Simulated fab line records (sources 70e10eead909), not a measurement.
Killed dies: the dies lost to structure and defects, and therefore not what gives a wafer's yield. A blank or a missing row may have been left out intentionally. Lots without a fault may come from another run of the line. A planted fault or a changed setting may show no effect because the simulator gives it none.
Chamber matching ; flow nand-harc ; 4 sister chambers for NHARC_A_STAIRCASE_DESCUM_186 on rie-diel-05
The step chemistry O2, time 3 s. 22 wafers are shown with their chamber, then 11 later ones without.

## EACH WAFER AND ITS CHAMBER
wafer;chamber;drypump-motor-current-A (A);showerhead-plenum-p-Torr (Torr);oes-product-au (a.u.)
L075.4;3;5.8;1.85;0.988
L075.5;2;6.1;1.87;1.000
L075.6;1;6.5;2.02;0.992
L076.1;3;5.7;1.85;0.993
L076.4;1;6.5;2.02;0.996
L076.6;1;6.5;2.02;0.997
L078.3;0;5.4;1.84;0.987
L078.5;3;5.8;1.85;1.001
L078.6;0;5.4;1.84;0.980
L079.1;0;5.4;1.83;1.000
L079.2;3;5.8;1.85;1.011
L079.5;1;6.5;2.02;1.018
L087.1;2;6.1;1.86;0.994
L087.4;3;5.8;1.84;0.995
L087.6;2;6.1;1.86;0.999
L086.1;1;6.5;2.01;0.991
L086.2;3;5.8;1.84;1.006
L086.6;1;6.5;2.01;1.001
L088.1;2;6.1;1.86;1.005
L088.3;3;5.8;1.84;0.995
L088.5;0;5.4;1.83;0.989
L090.2;0;5.4;1.83;0.998

SIGNATURES, as means of the wafers listed above
reading;chamber 0;chamber 1;chamber 2;chamber 3;scatter within a chamber
drypump-motor-current-A;5.400;6.500;6.100;5.786;0.0218
showerhead-plenum-p-Torr;1.8340;2.0167;1.8625;1.8457;0.00527
oes-product-au;0.99080;0.99917;0.99950;0.99843;0.00819
Rule: distance of a wafer from a chamber = root of the sum over the readings of ((wafer's reading minus chamber's mean) / reading's scatter) squared. If the next closest chamber is less than 2 further off than the closest, the wafer can't be placed; otherwise it belongs to the closest. The scatter is the square root of a quotient: the sum, over the shown wafers, of each reading's squared deviation from its chamber's mean, divided by wafers minus chambers.

## WAFERS WITHOUT THEIR CHAMBER
wafer;drypump-motor-current-A (A);showerhead-plenum-p-Torr (Torr);oes-product-au (a.u.)
L090.3;5.7;1.84;1.010
L090.6;6.1;1.86;1.007
L089.1;6.5;2.01;0.992
L089.4;5.4;1.82;0.992
L089.5;6.1;1.86;1.021
L097.1;5.8;1.84;0.994
L097.5;5.4;1.82;1.006
L097.6;5.8;1.84;1.003
L096.3;5.8;1.84;0.985
L096.5;5.8;1.84;0.992
L096.6;6.1;1.86;1.009

## THE CHAMBER EACH PASSED THROUGH
wafer;from the rows above;in truth
L090.3;3;3
L090.6;2;2
L089.1;1;1
L089.4;0;0
L089.5;2;2
L097.1;3;3
L097.5;0;0
L097.6;3;3
L096.3;3;3
L096.5;3;3
L096.6;2;2
Correctly placed: 11 of 11. From these rows, 0 cannot be placed. Wrongly placed: 0.
